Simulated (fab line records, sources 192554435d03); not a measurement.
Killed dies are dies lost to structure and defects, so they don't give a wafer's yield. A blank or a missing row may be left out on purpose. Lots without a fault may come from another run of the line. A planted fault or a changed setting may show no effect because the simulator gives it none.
Chamber matching | flow n5_finfet | N5_BEOL_M0_CMP_120 on cmp-02: 4 sister chambers
The step polishes, stops on SiOC, t overpolish 6.9 s. 8 wafers are shown with their chamber, then 10 later ones without.

WAFERS WITH THEIR CHAMBER
wafer  | chamber | motor_current_A (A) | time_to_endpoint_s (s)
L083.1 | 2       | 5.2                 | 58.3
L085.3 | 3       | 5.5                 | 63.5
L085.5 | 3       | 5.7                 | 63.6
L085.6 | 0       | 5.3                 | 59.5
L089.3 | 0       | 5.2                 | 60.0
L089.5 | 1       | 6.3                 | 61.0
L088.3 | 1       | 6.1                 | 66.7
L088.5 | 2       | 5.4                 | 63.8

WAFERS WITHOUT THEIR CHAMBER
wafer  | motor_current_A (A) | time_to_endpoint_s (s)
L088.6 | 6.5                 | 65.9
L093.1 | 6.1                 | 65.2
L093.3 | 5.2                 | 65.4
L093.5 | 5.4                 | 63.6
L095.2 | 6.4                 | 60.6
L095.4 | 5.5                 | 61.3
L095.5 | 5.5                 | 63.0
L097.1 | 5.7                 | 58.2
L097.3 | 5.3                 | 60.8
L097.4 | 6.1                 | 61.0

WHICH CHAMBER EACH WENT THROUGH
wafer  | from the rows above          | in truth
L088.6 | 1                            | 1
L093.1 | 1                            | 1
L093.3 | can't be placed: 2 or 0 or 3 | 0
L093.5 | can't be placed: 2 or 3 or 0 | 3
L095.2 | 1                            | 1
L095.4 | can't be placed: 3 or 2 or 0 | 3
L095.5 | can't be placed: 3 or 2 or 0 | 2
L097.1 | can't be placed: 3 or 2 or 0 | 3
L097.3 | can't be placed: 2 or 0      | 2
L097.4 | 1                            | 1
Placed correctly: 4 of 10. Can't be placed from these rows: 6 (the true chamber is among the candidates in 6). Placed wrongly: 0.
How it was worked out, from the rows above alone: a wafer's distance from a chamber is the root of the sum, over the readings, of the square of ((its reading less the chamber's mean) divided by the reading's scatter). The wafer belongs to the nearest chamber; if the next one is less than 2 further off, it can't be placed. A chamber's mean is the mean of its shown wafers. The scatter: the root of (the sum of the squares of (reading less its chamber's mean) over the shown wafers, divided by (wafers less chambers)).
